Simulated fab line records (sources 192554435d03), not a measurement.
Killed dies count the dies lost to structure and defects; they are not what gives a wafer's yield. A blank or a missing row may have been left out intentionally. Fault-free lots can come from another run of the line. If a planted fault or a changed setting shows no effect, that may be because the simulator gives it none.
Lot-split experiment | flow n5-finfet | on a route of 1938 steps: 7 lots, 21 wafers read

THE SPLIT
At N5_BEOL_M9_TRENCH_ETCH_37 (etches SiCOH lowk in C4F6/O2, target depth 151.43 nm, time 49 s), the setting bias-w was moved away from the recipe's 185 W on 8 of the 21 wafers read, by -14.2% to +16.8%. This setting was run at the recipe's value on the other wafers.

The split's own step is where the reading is taken.

THE READING
rf-vpp-V, in V, at N5_BEOL_M9_TRENCH_ETCH_37 (etches SiCOH lowk in C4F6/O2, target depth 151.43 nm, time 49 s). Fault-free wafers of this fab line usually give 666 V, standard deviation 5.8 V.

wafer  | tool, chamber at the split | bias-w as run, W | against the recipe | rf-vpp-V, V | against lot-mates on the recipe
L074.3 | rie-diel-05, 0             | 158.7            | -14.2%             | 584         | -76
L074.5 | rie-diel-05, 0             | 185              | recipe             | 660         | -
L074.6 | rie-diel-05, 3             | 158.7            | -14.2%             | 593         | -67
L076.2 | rie-diel-01, 2             | 216.1            | +16.8%             | 766         | +105
L076.4 | rie-diel-01, 2             | 216.1            | +16.8%             | 765         | +104
L076.5 | rie-diel-01, 1             | 185              | recipe             | 661         | -
L087.1 | rie-diel-02, 2             | 185              | recipe             | 664         | -
L087.5 | rie-diel-02, 1             | 185              | recipe             | 665         | -
L087.6 | rie-diel-02, 2             | 185              | recipe             | 665         | -
L090.3 | rie-diel-01, 3             | 185              | recipe             | 667         | -
L090.4 | rie-diel-01, 3             | 206.7            | +11.7%             | 728         | +61
L090.6 | rie-diel-01, 0             | 206.7            | +11.7%             | 732         | +65
L088.1 | rie-diel-02, 1             | 185              | recipe             | 665         | -
L088.3 | rie-diel-02, 2             | 185              | recipe             | 665         | -
L088.6 | rie-diel-02, 0             | 185              | recipe             | 658         | -
L092.3 | rie-diel-01, 1             | 185              | recipe             | 658         | -
L092.5 | rie-diel-01, 1             | 193.4            | +4.5%              | 681         | +16
L092.6 | rie-diel-01, 0             | 185              | recipe             | 672         | -
L091.2 | rie-diel-02, 3             | 193.5            | +4.6%              | 691         | +28
L091.3 | rie-diel-02, 0             | 185              | recipe             | 660         | -
L091.5 | rie-diel-02, 2             | 185              | recipe             | 666         | -

THE FIT
A straight line over all 21 wafers: rf-vpp-V changes by +5.67 V for each +1% of bias-w; r = +0.99; the points scatter about the line by 4.8 V.
The same after taking each lot's own level away (the mean of its wafers on the recipe; 21 wafers): +5.58 V for each +1%; r = +0.99; scatter 5.7 V.
That fit puts the effect of the largest move of bias-w on the reading at 94 V.
The span of the lots' own levels, 660.0 to 667.0 V, comes to 1.2 times the standard deviation stated above.
The two slopes agree, so the slope changes little with the lot-to-lot level.
Check: +92 V against its lot-mates is what the line predicts for one of the wafers moved furthest among these (+16.8%) when that wafer is left out of the fit. It came out at +105 V against them.
Tool readings at the split's step, against how far the setting was moved: rf-vpp-V r = +0.99.

ADDITIONAL SPLITS CARRIED BY THESE WAFERS
Note: prior to the reading, these wafers also went through further splits. Each is held against what the fit with the lots' levels taken away leaves over:
other split on the same wafers | wafers away from the commonest value | r with rf-vpp-V (lot level and that fit taken away)
N5_BEOL_M8_DESCUM_16 time-s    | 7                                    | +0.35
N5_BEOL_M9_ETCH_66 bias-w      | 9                                    | -0.19

FILE'S OWN FIT
rf-vpp-V changes by +5.61 V for each +1% of bias-w, r = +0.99.
